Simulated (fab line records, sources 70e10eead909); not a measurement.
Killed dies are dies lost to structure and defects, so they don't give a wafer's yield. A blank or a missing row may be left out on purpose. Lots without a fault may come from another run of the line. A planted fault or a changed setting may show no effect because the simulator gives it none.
Chamber matching | flow nand_harc | NHARC_P_STI_DESCUM_14 on rie_diel-06: 4 sister chambers
The step chemistry O2, time 3 s. 22 wafers are shown with their chamber, then 11 later ones without.

WAFERS WITH THEIR CHAMBER
wafer  | chamber | showerhead_plenum_p_Torr (Torr) | drypump_motor_current_A (A) | oes_product_au (a.u.)
L074.1 | 3       | 1.98                            | 6.3                         | 0.991
L074.2 | 1       | 1.90                            | 6.2                         | 1.009
L074.4 | 0       | 1.94                            | 6.0                         | 0.984
L074.3 | 2       | 1.81                            | 6.3                         | 1.009
L074.5 | 2       | 1.81                            | 6.3                         | 1.005
L074.6 | 1       | 1.90                            | 6.2                         | 1.019
L076.1 | 0       | 1.94                            | 6.0                         | 0.990
L076.3 | 1       | 1.90                            | 6.2                         | 1.019
L076.6 | 3       | 1.98                            | 6.2                         | 1.005
L078.1 | 1       | 1.90                            | 6.2                         | 1.030
L078.3 | 2       | 1.81                            | 6.3                         | 1.014
L078.6 | 1       | 1.90                            | 6.2                         | 1.025
L078.2 | 0       | 1.94                            | 6.0                         | 0.989
L078.4 | 3       | 1.98                            | 6.3                         | 0.994
L078.5 | 2       | 1.81                            | 6.2                         | 0.999
L082.4 | 1       | 1.90                            | 6.2                         | 1.028
L082.5 | 2       | 1.81                            | 6.2                         | 0.993
L082.6 | 3       | 1.97                            | 6.3                         | 1.007
L088.1 | 2       | 1.81                            | 6.3                         | 0.994
L088.2 | 3       | 1.97                            | 6.3                         | 1.012
L088.4 | 0       | 1.94                            | 6.0                         | 0.989
L090.3 | 3       | 1.97                            | 6.3                         | 1.006

SIGNATURES (means of the wafers above)
reading                  | chamber 0 | chamber 1 | chamber 2 | chamber 3 | scatter within a chamber
showerhead_plenum_p_Torr | 1.9400    | 1.9000    | 1.8100    | 1.9750    | 0.00289
drypump_motor_current_A  | 6.000     | 6.200     | 6.267     | 6.283     | 0.0347
oes_product_au           | 0.98800   | 1.02167   | 1.00233   | 1.00250   | 0.00748
Rule: a wafer's distance from a chamber is the root of the sum, over the readings, of the square of ((its reading less the chamber's mean) divided by the reading's scatter). The wafer belongs to the nearest chamber; if the next one is less than 2 further off, it can't be placed. The scatter: the root of (the sum of the squares of (reading less its chamber's mean) over the shown wafers, divided by (wafers less chambers)).

WAFERS WITHOUT THEIR CHAMBER
wafer  | showerhead_plenum_p_Torr (Torr) | drypump_motor_current_A (A) | oes_product_au (a.u.)
L090.5 | 1.97                            | 6.2                         | 0.992
L090.6 | 1.94                            | 6.0                         | 0.987
L091.1 | 1.94                            | 6.0                         | 0.993
L091.4 | 1.81                            | 6.3                         | 0.995
L091.6 | 1.90                            | 6.2                         | 0.995
L093.1 | 1.97                            | 6.3                         | 0.987
L093.4 | 1.90                            | 6.2                         | 0.985
L093.5 | 1.97                            | 6.3                         | 0.988
L094.1 | 1.81                            | 6.3                         | 0.989
L094.3 | 1.97                            | 6.2                         | 1.001
L094.5 | 1.81                            | 6.2                         | 0.991

WHICH CHAMBER EACH WENT THROUGH
wafer  | from the rows above | in truth
L090.5 | 3                   | 3
L090.6 | 0                   | 0
L091.1 | 0                   | 0
L091.4 | 2                   | 2
L091.6 | 1                   | 1
L093.1 | 3                   | 3
L093.4 | 1                   | 1
L093.5 | 3                   | 3
L094.1 | 2                   | 2
L094.3 | 3                   | 3
L094.5 | 2                   | 2
Placed correctly: 11 of 11. Can't be placed from these rows: 0. Placed wrongly: 0.
